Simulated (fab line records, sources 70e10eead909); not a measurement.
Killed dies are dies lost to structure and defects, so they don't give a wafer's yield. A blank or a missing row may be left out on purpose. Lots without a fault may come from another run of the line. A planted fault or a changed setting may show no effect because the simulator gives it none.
Problem report in the 8D (eight disciplines) form, filled by code | flow nand_harc | the parts of the form that need people (team, actions taken, sign-off) are left out

1. THE PROBLEM
oes_product_au at NHARC_A_BLC_ETCH_16 reads a mean of 0.801 a.u. on 3 wafers of 2 lots; wafers without a fault read 0.999 a.u. with a standard deviation of 0.014. That is -14 standard deviations from the usual mean.
The step: etches the open film in CF4, target depth 39 nm, time 65 s.
First seen on wafer L243.2, day 28 03:59, on rie_diel-12. The record holds 18 wafers of 6 lots with a number at this step. Rule for "out", or "out of limits": more than 4 standard deviations from the usual mean. The other wafers with a number count as sound.

2. WHAT IT IS AND WHAT IT IS NOT
question                    | is                     | is not
which readings at this step | oes_product_au         | drypump_motor_current_A, rf_vpp_V, showerhead_plenum_p_Torr, throttle_valve_pct
which lots                  | L242, L243             | L229, L238, L247, L250
which wafers of those lots  | L242.4, L242.5, L243.2 | L242.2, L243.1, L243.4
read on which tools         | rie_diel-12            | rie_diel-01, rie_diel-11
when                        | from day 28 03:59      | up to then (8 sound wafers); but 7 sound wafers of L242, L247, L250 came after

3. SUSPECTS, AND WHAT RULES EACH OUT
Counting: a tool at a process step up to the reading stays a suspect if it ran every lot that is out. Sound lots after the first of them don't rule it out here, since some wafers of a struck lot are sound.
- rie_diel-12 at NHARC_A_BLC_DESCUM_15 (chemistry O2, time 3 s): kept. It ran every lot that is out, first L243 (day 28 03:54); its last sound lot up to then is L238 (day 26 11:37).
- rie_diel-12 at NHARC_A_BLC_ETCH_16 (etches the open film in CF4, target depth 39 nm, time 65 s): kept. It ran every lot that is out, first L243 (day 28 03:59); its last sound lot up to then is L238 (day 26 11:41). Its own readings are out on those wafers: oes_product_au.
- Within rie_diel-12 at NHARC_A_BLC_DESCUM_15: the wafers that are out ran in chambers 0, 2; their sound lot-mates ran in chambers 1, 3.
- Within rie_diel-12 at NHARC_A_BLC_ETCH_16: the wafers that are out ran in chamber 2; their sound lot-mates ran in chambers 0, 1, 3.
Left after counting: rie_diel-12 at NHARC_A_BLC_DESCUM_15, rie_diel-12 at NHARC_A_BLC_ETCH_16.

4. THE CAUSE (what the simulator had put in)
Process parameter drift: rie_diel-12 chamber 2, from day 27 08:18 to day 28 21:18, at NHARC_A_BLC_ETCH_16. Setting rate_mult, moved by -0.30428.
Counting left 2 suspects, and this tool is among them.

5. THE CHAIN OF EFFECTS, in route order
Each row: a reading whose mean over the struck wafers that have a number lies more than 3 standard deviations from the usual. Only readings for which the record gives a usual standard deviation are gone through. hours: the time from each lot's start at the first step in this table that gives one to its start at this step, as a median over the lots. sigmas: the change in usual standard deviations.
hours | step                | reading        | usual      | on struck wafers | change | sigmas
0     | NHARC_A_BLC_ETCH_16 | oes_product_au | 0.999 a.u. | 0.801            | -0.198 | -14
The process steps in it:
- NHARC_A_BLC_ETCH_16: etches the open film in CF4, target depth 39 nm, time 65 s.

6. WHAT WOULD HAVE CAUGHT IT SOONER
In this record the first reading out of limits was taken at day 28 03:59, 20 hours after the fault began at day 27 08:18.
